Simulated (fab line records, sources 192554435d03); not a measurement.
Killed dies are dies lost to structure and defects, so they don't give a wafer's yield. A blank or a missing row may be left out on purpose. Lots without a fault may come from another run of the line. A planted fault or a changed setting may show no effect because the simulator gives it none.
Chamber matching | flow n5_finfet | N5_ZERO_LAYER_DESCUM_16 on rie_diel-03: 4 sister chambers
The step chemistry O2, time 7.9 s. 4 wafers are shown with their chamber, then 10 later ones without.

WAFERS WITH THEIR CHAMBER
wafer  | chamber | drypump_motor_current_A (A)
L080.3 | 0       | 4.9
L080.5 | 2       | 5.8
L087.1 | 3       | 6.6
L087.2 | 1       | 6.1

WAFERS WITHOUT THEIR CHAMBER
wafer  | drypump_motor_current_A (A)
L087.3 | 4.9
L089.1 | 6.6
L089.2 | 4.9
L089.3 | 5.8
L094.2 | 5.8
L094.3 | 6.0
L094.6 | 5.8
L095.2 | 6.6
L095.3 | 5.8
L095.4 | 6.0

WHICH CHAMBER EACH WENT THROUGH
wafer  | from the rows above | in truth
L087.3 | 0                   | 0
L089.1 | 3                   | 3
L089.2 | 0                   | 0
L089.3 | 2                   | 2
L094.2 | 2                   | 2
L094.3 | 1                   | 1
L094.6 | 2                   | 2
L095.2 | 3                   | 3
L095.3 | 2                   | 2
L095.4 | 1                   | 1
Placed correctly: 10 of 10. Can't be placed from these rows: 0. Placed wrongly: 0.
How it was worked out, from the rows above alone: a wafer's distance from a chamber is the root of the sum, over the readings, of the square of ((its reading less the chamber's mean) divided by the reading's scatter). The wafer belongs to the nearest chamber; if the next one is less than 2 further off, it can't be placed. A chamber's mean is the mean of its shown wafers. The scatter: with one shown wafer a chamber, the root of the mean of the squares of how far each hidden wafer lies from its nearest shown one.
